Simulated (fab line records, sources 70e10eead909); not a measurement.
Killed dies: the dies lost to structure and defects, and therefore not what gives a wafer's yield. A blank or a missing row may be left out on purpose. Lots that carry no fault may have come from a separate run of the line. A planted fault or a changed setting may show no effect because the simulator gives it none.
Chamber matching    flow nand-harc    3 sister chambers for NHARC_P_M1_PRE_CLEAN_32 on pecvd-02
The step time 12 s. 14 wafers are shown with their chamber, then 7 later ones without.

## WAFERS PAIRED WITH THEIR CHAMBERS
wafer   chamber  heater-power-w (W)  rf-fwd-power-W (W)
L077.4  2        774                 293.4
L077.5  0        564                 293.0
L077.6  1        736                 291.6
L083.2  2        840                 293.2
L083.3  1        729                 291.9
L083.5  2        827                 292.2
L087.2  2        734                 293.0
L087.3  1        781                 292.4
L087.5  2        742                 292.2
L089.2  1        727                 290.9
L089.3  2        828                 293.1
L089.4  2        830                 292.5
L090.3  1        731                 293.4
L090.4  0        570                 291.2

SIGNATURES, as means of the wafers listed above
reading         chamber 0  chamber 1  chamber 2  scatter within a chamber
heater-power-w  567.00     740.80     796.43     36.2
rf-fwd-power-W  292.100    292.040    292.800    0.773
Rule: a wafer lies at a distance from a chamber equal to the root of the sum of squares, over the readings, of (its reading less the chamber's mean, divided by the reading's scatter). If the next closest chamber is less than 2 further off than the closest, the wafer can't be placed; otherwise it belongs to the closest. The scatter is the square root of a quotient: the sum, over the shown wafers, of each reading's squared deviation from its chamber's mean, divided by wafers minus chambers.

## WAFERS WITHOUT THEIR CHAMBER
wafer   heater-power-w (W)  rf-fwd-power-W (W)
L090.5  592                 291.5
L093.1  731                 291.8
L093.5  733                 293.0
L093.6  724                 292.6
L096.1  592                 292.9
L096.3  720                 291.3
L096.5  722                 292.4

## EACH ONE'S CHAMBER
wafer   from the rows above      in truth
L090.5  0                        0
L093.1  can't be placed: 1 or 2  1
L093.5  can't be placed: 1 or 2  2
L093.6  can't be placed: 1 or 2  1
L096.1  0                        0
L096.3  can't be placed: 1 or 2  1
L096.5  can't be placed: 1 or 2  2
Correct placement for 2 of the 7. These rows do not allow placing 5 (true chamber among the candidates in 5). Number placed wrongly: 0.
